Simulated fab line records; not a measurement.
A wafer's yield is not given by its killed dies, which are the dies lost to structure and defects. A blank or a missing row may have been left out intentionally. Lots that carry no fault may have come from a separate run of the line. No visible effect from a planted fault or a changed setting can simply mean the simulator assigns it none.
fab line records    flow nand-harc
[record] lots = 6  wafers = 18  last-day = 32
route steps=1302 shown A_ONON_D2@552 END@1302
lots that met no fault: taken from a fault-free run of the same line
start-h: the number of hours between the record's first day and the start of the first shown wafer of the lot    wait-h: how many hours have passed since the lot's step before this one    " same as the row above    L1.1+2: several wafers, shown together as one row    - no value present, or no start provided    * or withheld: withheld    < > ~ a bound
route shown NAME@n: names a module that has steps shown in the file, with the first one's number in the route    usual: the fault-free wafers' mean and standard deviation    same: alike in all rows    chamber/n: place in a boat    sites: the reading at each site    _std_site: standard deviation across them    _edge_site: outer sites' mean less inner sites'    radius-mm: how far each site lies from the wafer's centre    mask NAME#n: copy n    behind: the most recent tool/chamber to have shaped the wafer    hold: what put the lot on hold/how long, in hours/how the hold closed    device: transistor that didn't switch, given as n, p or np    end of line: the tests these same wafers got at the end of their route    a step without rows: its recipe alone    killed: not the wafer's yield, but the dies lost to structure and defects at the first sort    map: shows each die of a wafer: x if killed, . if not, _ if none is there
set.NAME: the setting as run; set.NAME@STEP: as run at that earlier step    model.NAME: the simulator's own value behind a step, which no gauge read
certain route steps with their lots: each step a table, each wafer a row
services: from which hour (start-h, from the record's first day; less than 0 if before it) a tool's chamber was out of use, for how many hours, and why
[[steps]]
[step NHARC_A_ONON_D2_THK_MEAS_11]
[recipe] thk-meas-gauge = ellipsometry
[usual] thk-nm = 1001/10
lot.wafer  tool           chamber  start-h  wait-h  thk-nm
L763.2     film-metro-01  -        304.65   -       1002
L763.3     "              -        "        "       1004
L763.6     "              -        "        "       1005
L765.1     film-metro-02  -        330.90   -       999
L765.4     "              -        "        "       999
L765.6     "              -        "        "       998
L773.1     film-metro-02  -        409.89   -       1000
L773.5     "              -        "        "       1000
L773.6     "              -        "        "       1000
L774.1     film-metro-02  -        431.78   -       993
L774.2     "              -        "        "       992
L774.5     "              -        "        "       994
L776.1     film-metro-02  -        450.13   -       1001
L776.2     "              -        "        "       1003
L776.3     "              -        "        "       1000
L780.1     film-metro-01  -        484.41   -       996
L780.3     "              -        "        "       998
L780.4     "              -        "        "       998
[step NHARC_A_ONON_D2_DEP_12]
[recipe] target-thk-a = 10000  n2-flow-sccm = 2750  n2o-flow-sccm = 2000  nh3-flow-sccm = 500  sih4-flow-sccm = 210  temp-c = 400
[step NHARC_A_ONON_D2_THK_MEAS_14]
[recipe] thk-meas-gauge = ellipsometry
[usual] thk-nm = 998/13
lot.wafer  tool           chamber  start-h  wait-h  thk-nm
L763.2     film-metro-01  -        305.21   -       993
L763.3     "              -        "        "       990
L763.6     "              -        "        "       991
L765.1     film-metro-01  -        331.48   -       1006
L765.4     "              -        "        "       1007
L765.6     "              -        "        "       1005
L773.1     film-metro-02  -        410.45   -       993
L773.5     "              -        "        "       992
L773.6     "              -        "        "       993
L774.1     film-metro-01  -        432.35   -       1004
L774.2     "              -        "        "       1004
L774.5     "              -        "        "       1005
L776.1     film-metro-02  -        450.70   -       1002
L776.2     "              -        "        "       1004
L776.3     "              -        "        "       1002
L780.1     film-metro-01  -        484.97   -       986
L780.3     "              -        "        "       988
L780.4     "              -        "        "       988
[step NHARC_A_ONON_D2_ANNEAL_15]
[recipe] temp-c = 750  time-s = 3600
[step NHARC_A_ONON_D2_DEP_16]
[recipe] target-thk-a = 10000  n2-flow-sccm = 2750  n2o-flow-sccm = 2000  nh3-flow-sccm = 500  sih4-flow-sccm = 210  temp-c = 400
[step NHARC_A_ONON_D2_THK_MEAS_18]
[recipe] thk-meas-gauge = ellipsometry
[usual] thk-nm = 1003/9.4
lot.wafer  tool           chamber  start-h  wait-h  thk-nm
L763.2     film-metro-01  -        312.57   -       1024
L763.3     "              -        "        "       1026
L763.6     "              -        "        "       1025
L765.1     film-metro-02  -        338.89   -       999
L765.4     "              -        "        "       998
L765.6     "              -        "        "       998
L773.1     film-metro-02  -        421.05   -       1005
L773.5     "              -        "        "       1004
L773.6     "              -        "        "       1006
L774.1     film-metro-02  -        441.63   -       1003
L774.2     "              -        "        "       1002
L774.5     "              -        "        "       1002
L776.1     film-metro-01  -        458.35   -       1006
L776.2     "              -        "        "       1004
L776.3     "              -        "        "       1006
L780.1     film-metro-02  -        495.01   -       981
L780.3     "              -        "        "       982
L780.4     "              -        "        "       982
[step NHARC_A_ONON_D2_DEP_19]
[recipe] target-thk-a = 10000  n2-flow-sccm = 2750  n2o-flow-sccm = 2000  nh3-flow-sccm = 500  sih4-flow-sccm = 210  temp-c = 400
[step NHARC_A_ONON_D2_THK_MEAS_21]
[recipe] thk-meas-gauge = ellipsometry
[usual] thk-nm = 1000/10
lot.wafer  tool           chamber  start-h  wait-h  thk-nm
L763.2     film-metro-02  -        313.13   -       1003
L763.3     "              -        "        "       1000
L763.6     "              -        "        "       1000
L765.1     film-metro-02  -        339.46   -       1003
L765.4     "              -        "        "       1003
L765.6     "              -        "        "       1003
L773.1     film-metro-01  -        421.61   -       1005
L773.5     "              -        "        "       1007
L773.6     "              -        "        "       1006
L774.1     film-metro-01  -        442.19   -       990
L774.2     "              -        "        "       988
L774.5     "              -        "        "       989
L776.1     film-metro-01  -        458.92   -       996
L776.2     "              -        "        "       995
L776.3     "              -        "        "       995
L780.1     film-metro-01  -        495.58   -       1011
L780.3     "              -        "        "       1014
L780.4     "              -        "        "       1012
[step NHARC_A_ONON_D2_DEP_22]
[recipe] target-thk-a = 10000  n2-flow-sccm = 2750  n2o-flow-sccm = 2000  nh3-flow-sccm = 500  sih4-flow-sccm = 210  temp-c = 400
[step NHARC_A_ONON_D2_THK_MEAS_24]
[recipe] thk-meas-gauge = ellipsometry
[usual] thk-nm = 1001/8.7
lot.wafer  tool           chamber  start-h  wait-h  thk-nm
L763.2     film-metro-02  -        313.70   -       1009
L763.3     "              -        "        "       1011
L763.6     "              -        "        "       1011
L765.1     film-metro-01  -        340.03   -       997
L765.4     "              -        "        "       997
L765.6     "              -        "        "       997
L773.1     film-metro-02  -        422.18   -       1009
L773.5     "              -        "        "       1009
L773.6     "              -        "        "       1009
L774.1     film-metro-02  -        442.76   -       990
L774.2     "              -        "        "       988
L774.5     "              -        "        "       993
L776.1     film-metro-02  -        459.51   -       994
L776.2     "              -        "        "       995
L776.3     "              -        "        "       994
L780.1     film-metro-02  -        496.15   -       999
L780.3     "              -        "        "       999
L780.4     "              -        "        "       999
[step NHARC_A_ONON_D2_DEP_25]
[recipe] target-thk-a = 10000  n2-flow-sccm = 2750  n2o-flow-sccm = 2000  nh3-flow-sccm = 500  sih4-flow-sccm = 210  temp-c = 400
[step NHARC_A_ONON_D2_THK_MEAS_27]
[recipe] thk-meas-gauge = ellipsometry
[usual] thk-nm = 997/9.4
lot.wafer  tool           chamber  start-h  wait-h  thk-nm
L763.2     film-metro-01  -        314.27   -       999
L763.3     "              -        "        "       1001
L763.6     "              -        "        "       1001
L765.1     film-metro-02  -        340.60   -       990
L765.4     "              -        "        "       989
L765.6     "              -        "        "       989
L773.1     film-metro-01  -        422.74   -       997
L773.5     "              -        "        "       996
L773.6     "              -        "        "       996
L774.1     film-metro-02  -        443.32   -       999
L774.2     "              -        "        "       1000
L774.5     "              -        "        "       1000
L776.1     film-metro-01  -        460.08   -       977
L776.2     "              -        "        "       975
L776.3     "              -        "        "       977
L780.1     film-metro-01  -        496.72   -       1003
L780.3     "              -        "        "       999
L780.4     "              -        "        "       1001
[step NHARC_A_ONON_D2_DEP_28]
[recipe] target-thk-a = 10000  n2-flow-sccm = 2750  n2o-flow-sccm = 2000  nh3-flow-sccm = 500  sih4-flow-sccm = 210  temp-c = 400
lot.wafer   tool           chamber  start-h  wait-h
L763.2+3+6  pecvd-onon-03  0        314.38   0.1
L765.1+4+6  pecvd-onon-03  0        340.66   0.1
L773.1+5+6  pecvd-onon-03  0        422.80   0.1
L774.1+2+5  pecvd-onon-03  0        443.38   0.1
L776.1+2+3  pecvd-onon-04  0        460.14   0.1
L780.1+3+4  pecvd-onon-02  0        496.77   0.1
[step NHARC_A_ONON_D2_THK_MEAS_30]
[recipe] thk-meas-gauge = ellipsometry
[usual] thk-nm = 1000/10
lot.wafer  tool           chamber  start-h  wait-h  thk-nm
L763.2     film-metro-01  -        314.83   -       1000
L763.3     "              -        "        "       1000
L763.6     "              -        "        "       1000
L765.1     film-metro-02  -        341.16   -       1003
L765.4     "              -        "        "       1005
L765.6     "              -        "        "       1003
L773.1     film-metro-01  -        423.30   -       1493
L773.5     "              -        "        "       1492
L773.6     "              -        "        "       1492
L774.1     film-metro-02  -        443.88   -       1509
L774.2     "              -        "        "       1510
L774.5     "              -        "        "       1509
L776.1     film-metro-02  -        460.65   -       1019
L776.2     "              -        "        "       1020
L776.3     "              -        "        "       1019
L780.1     film-metro-02  -        497.29   -       1017
L780.3     "              -        "        "       1016
L780.4     "              -        "        "       1015
[step NHARC_A_ONON_D2_DEP_33]
[recipe] target-thk-a = 2000  temp-c = 400  pressure-torr = 6.5  rf-w = 900  teos-flow-sccm = 161.4  flow-sccm = 2650  target-thk-nm = 200  gas = O2  material = SiO2
[usual] heater-power-w = 542/120  showerhead-vpp-V = 1844/87  throttle-valve-pct = 16.1/0.52
lot.wafer  tool      chamber  start-h  wait-h  heater-power-w  showerhead-vpp-V  throttle-valve-pct
L763.2     pecvd-04  2        314.89   0.1     491             1951              15.6
L763.3     "         0        "        "       538             1756              15.9
L763.6     "         0        "        "       564             1756              15.9
L765.1     pecvd-04  2        341.27   0.1     504             1892              16.1
L765.4     "         1        "        "       455             1821              16.2
L765.6     "         0        "        "       575             1755              15.9
L773.1     pecvd-02  1        423.45   0.1     404             2001              16.7
L773.6     "         2        "        "       720             1859              15.7
L773.5     "         0        "        "       752             1775              16.4
L774.1     pecvd-02  2        443.94   0.1     636             1888              15.7
L774.2     "         1        "        "       340             1968              16.6
L774.5     "         2        "        "       635             1839              15.4
L776.3     pecvd-02  2        460.71   0.1     661             1821              15.7
L776.1     "         0        "        "       771             1796              16.6
L776.2     "         1        "        "       321             1957              16.7
L780.1     pecvd-04  2        497.34   0.1     539             1907              15.3
L780.3     "         1        "        "       446             1801              15.3
L780.4     "         1        "        "       458             1785              15.3
[step NHARC_END_SORT_01]
[recipe] temp-c = 25
[usual] killed-at-array = 52/16  killed-at-other = 0.8/1.1  killed-at-periphery = 4.2/2.5  killed-dies = 57/16  killed-open = 3.4/2  killed-short = 2.6/1.6
[same] gross-dies = 677
lot.wafer  tool       chamber  start-h  wait-h  killed-at-array  killed-at-other  killed-at-periphery  killed-dies  killed-open  killed-short
L763.2     prober-02  0        595.46   2.8     33               0                9                    42           5            2
L763.3     prober-02  0        596.26   3.1     50               0                5                    55           2            3
L763.6     prober-02  0        598.66   4.0     35               0                4                    39           0            3
L773.1     prober-01  0        690.74   2.5     673              0                4                    677          5            1
L773.5     prober-01  0        693.92   3.7     673              2                2                    677          4            1
L773.6     prober-01  0        694.72   4.0     671              1                5                    677          5            4
L774.1     prober-01  0        708.21   2.5     676              0                1                    677          4            2
L774.2     prober-01  0        709.02   2.8     676              0                1                    677          3            2
L774.5     prober-01  0        711.44   3.7     676              0                1                    677          1            7
// killed by level:class
L763.2 A_CHANNEL_HOLE_D2:chamber-film-flake=20 P_GATE:chamber-film-flake=5 A_CHANNEL_HOLE_D1:chamber-film-flake=3 A_M0:geometric-particle:open=2 P_M1:chamber-film-flake=2 A_CONTACT:chamber-film-flake=2 P_GATE:geometric-particle:open=1 P_CONTACT:geometric-particle:short=1
L763.3 A_CHANNEL_HOLE_D2:chamber-film-flake=34 P_GATE:chamber-film-flake=2 P_M0:chamber-film-flake=2 A_SLIT:chamber-film-flake=2 A_STAIRCASE:chamber-film-flake=2 A_WL_FILL:chamber-film-flake=2 A_CONTACT:unspecified=2 A_ONON_D1:geometric-particle:open=1
L763.6 A_CHANNEL_HOLE_D2:chamber-film-flake=20 P_GATE:chamber-film-flake=4 A_SLIT:chamber-film-flake=3 A_CONTACT:chamber-film-flake=3 A_WL_FILL:geometric-particle:short=2 A_CHANNEL_HOLE_D1:chamber-film-flake=2 A_DECK1_JOINT:chamber-film-flake=2 A_CONTACT:unspecified=2
L773.1 A_ONON_D2:area-dep=645 A_CHANNEL_HOLE_D2:chamber-film-flake=12 A_CONTACT:chamber-film-flake=5 A_CHANNEL_HOLE_D1:chamber-film-flake=3 P_M0:geometric-particle:open=2 A_ZERO_WELL:chamber-film-flake=2 A_SLIT:chamber-film-flake=2 P_M0:geometric-particle:short=1
L773.5 A_ONON_D2:area-dep=642 A_CHANNEL_HOLE_D2:chamber-film-flake=15 A_CHANNEL_HOLE_D1:chamber-film-flake=3 A_CONTACT:chamber-film-flake=3 A_ONON_D1:geometric-particle:open=2 A_ZERO_WELL:chamber-film-flake=2 A_STAIRCASE:chamber-film-flake=2 A_ONON_D2:geometric-particle:short=1
L773.6 A_ONON_D2:area-dep=635 A_CHANNEL_HOLE_D2:chamber-film-flake=14 A_CHANNEL_HOLE_D1:chamber-film-flake=5 P_ZERO_WELL:chamber-film-flake=5 A_STAIRCASE:chamber-film-flake=3 A_WL_FILL:geometric-particle:short=2 A_M0:geometric-particle:open=2 A_SGD_CUT:chamber-film-flake=2
L774.1 A_ONON_D2:area-dep=623 A_CHANNEL_HOLE_D1:chamber-film-flake=33 A_STAIRCASE:chamber-film-flake=7 A_CONTACT:chamber-film-flake=3 A_ONON_D1:geometric-particle:open=2 A_SLIT:chamber-film-flake=2 A_ONON_D1:geometric-particle:short=1 A_ONON_D2:geometric-particle:open=1
L774.2 A_ONON_D2:area-dep=631 A_CHANNEL_HOLE_D1:chamber-film-flake=19 A_CONTACT:chamber-film-flake=8 A_STAIRCASE:chamber-film-flake=7 A_SLIT:chamber-film-flake=5 A_CHANNEL_FILL_D1:geometric-particle:short=2 A_SOURCE_PLATE:geometric-particle:open=1 A_ONON_D2:geometric-particle:open=1
L774.5 A_ONON_D2:area-dep=626 A_CHANNEL_HOLE_D1:chamber-film-flake=29 A_STAIRCASE:chamber-film-flake=6 A_CONTACT:chamber-film-flake=5 A_SLIT:chamber-film-flake=2 P_CONTACT:geometric-particle:short=1 A_ONON_D1:geometric-particle:short=1 A_CHANNEL_FILL_D1:geometric-particle:short=1
// map L773.1 (x killed, . not)
____________x____________
_________xxxxxxx_________
_______xxxxxxxxxxx_______
______xxxxxxxxxxxxx______
_____xxxxxxxxxxxxxxx_____
____xxxxxxxxxxxxxxxxx____
____xxxxxxxxxxxxxxxxx____
___xxxxxxxxxxxxxxxxxxx___
___xxxxxxxxxxxxxxxxxxx___
__xxxxxxxxxxxxxxxxxxxxx__
__xxxxxxxxxxxxxxxxxxxxx__
_xxxxxxxxxxxxxxxxxxxxxxx_
_xxxxxxxxxxxxxxxxxxxxxxx_
_xxxxxxxxxxxxxxxxxxxxxxx_
_xxxxxxxxxxxxxxxxxxxxxxx_
_xxxxxxxxxxxxxxxxxxxxxxx_
xxxxxxxxxxxxxxxxxxxxxxxxx
xxxxxxxxxxxxxxxxxxxxxxxxx
xxxxxxxxxxxxxxxxxxxxxxxxx
xxxxxxxxxxxxxxxxxxxxxxxxx
xxxxxxxxxxxxxxxxxxxxxxxxx
_xxxxxxxxxxxxxxxxxxxxxxx_
_xxxxxxxxxxxxxxxxxxxxxxx_
_xxxxxxxxxxxxxxxxxxxxxxx_
_xxxxxxxxxxxxxxxxxxxxxxx_
_xxxxxxxxxxxxxxxxxxxxxxx_
__xxxxxxxxxxxxxxxxxxxxx__
__xxxxxxxxxxxxxxxxxxxxx__
___xxxxxxxxxxxxxxxxxxx___
___xxxxxxxxxxxxxxxxxxx___
____xxxxxxxxxxxxxxxxx____
____xxxxxxxxxxxxxxxxx____
_____xxxxxxxxxxxxxxx_____
______xxxxxxxxxxxxx______
_______xxxxxxxxxxx_______
_________xxxxxxx_________
____________x____________
// map L774.1 (x killed, . not)
____________x____________
_________xxxxxxx_________
_______xxxxxxxxxxx_______
______xxxxxxxxxxxxx______
_____xxxxxxxxxxxxxxx_____
____xxxxxxxxxxxxxxxxx____
____xxxxxxxxxxxxxxxxx____
___xxxxxxxxxxxxxxxxxxx___
___xxxxxxxxxxxxxxxxxxx___
__xxxxxxxxxxxxxxxxxxxxx__
__xxxxxxxxxxxxxxxxxxxxx__
_xxxxxxxxxxxxxxxxxxxxxxx_
_xxxxxxxxxxxxxxxxxxxxxxx_
_xxxxxxxxxxxxxxxxxxxxxxx_
_xxxxxxxxxxxxxxxxxxxxxxx_
_xxxxxxxxxxxxxxxxxxxxxxx_
xxxxxxxxxxxxxxxxxxxxxxxxx
xxxxxxxxxxxxxxxxxxxxxxxxx
xxxxxxxxxxxxxxxxxxxxxxxxx
xxxxxxxxxxxxxxxxxxxxxxxxx
xxxxxxxxxxxxxxxxxxxxxxxxx
_xxxxxxxxxxxxxxxxxxxxxxx_
_xxxxxxxxxxxxxxxxxxxxxxx_
_xxxxxxxxxxxxxxxxxxxxxxx_
_xxxxxxxxxxxxxxxxxxxxxxx_
_xxxxxxxxxxxxxxxxxxxxxxx_
__xxxxxxxxxxxxxxxxxxxxx__
__xxxxxxxxxxxxxxxxxxxxx__
___xxxxxxxxxxxxxxxxxxx___
___xxxxxxxxxxxxxxxxxxx___
____xxxxxxxxxxxxxxxxx____
____xxxxxxxxxxxxxxxxx____
_____xxxxxxxxxxxxxxx_____
______xxxxxxxxxxxxx______
_______xxxxxxxxxxx_______
_________xxxxxxx_________
____________x____________
[[services]]
tool           chamber  start-h  hours  kind
pecvd-04       -        303.80   1.0    repair
pecvd-02       0        305.80   3.8    repair
pecvd-onon-04  -        311.54   13.0   pm
pecvd-onon-02  -        366.16   13.0   pm
pecvd-onon-03  -        408.00   13.0   pm
pecvd-02       -        408.35   13.0   pm
pecvd-02       0        408.35   13.0   vent-cycle
pecvd-02       1        408.35   13.0   vent-cycle
pecvd-02       2        408.35   13.0   vent-cycle
pecvd-02       0        421.35   -      clean
pecvd-02       1        421.35   -      clean
pecvd-02       2        421.35   -      clean
pecvd-04       -        450.18   13.0   pm
pecvd-04       0        450.18   13.0   vent-cycle
pecvd-04       1        450.18   13.0   vent-cycle
pecvd-04       2        450.18   13.0   vent-cycle
pecvd-04       0        463.18   -      clean
pecvd-04       1        463.18   -      clean
pecvd-04       2        463.18   -      clean
pecvd-onon-04  -        492.54   13.0   pm
[[key]]
[first-sign] step = NHARC_A_ONON_D2_THK_MEAS_30  reading = thk-nm  direction = up  sigmas = 49  usual = 1000  struck = 1501
[effect] step = NHARC_END_SORT_01  reading = killed-at-array  direction = up  sigmas = 39  usual = 52  struck = 674
[more-kills-born-at] NHARC_A_ONON_D2_DEP_28@pecvd-onon-03 = 3802
met-at NHARC_A_ONON_D2_DEP_28
struck-wafers L773.1,L773.5,L773.6,L774.1,L774.2,L774.5
later-rows-left-out L773.1,L773.5,L773.6,L774.1,L774.2,L774.5
tester-left-out L773,L774
onset-between 340.66 422.80
[fault] kind = process-parameter-drift  tool = pecvd-onon-03  chamber = 0  onset-h = 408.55  steps = NHARC_A_ONON_D2_DEP_28  channel = target-thk-a  offset = *  shape = step  end-h = 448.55  acts-in = *  stated = *
// tester-left-out: of these lots the tester's yield and bins aren't shown, on N5 and GAA mostly nor the transistor test; their killed dies are dies lost to structure and defects alone, not to doping, threshold or leakage, so they don't give the yield
// later-rows-left-out: the simulator's readings of these wafers behind a module that went badly wrong aren't trusted and aren't shown, but for the sort
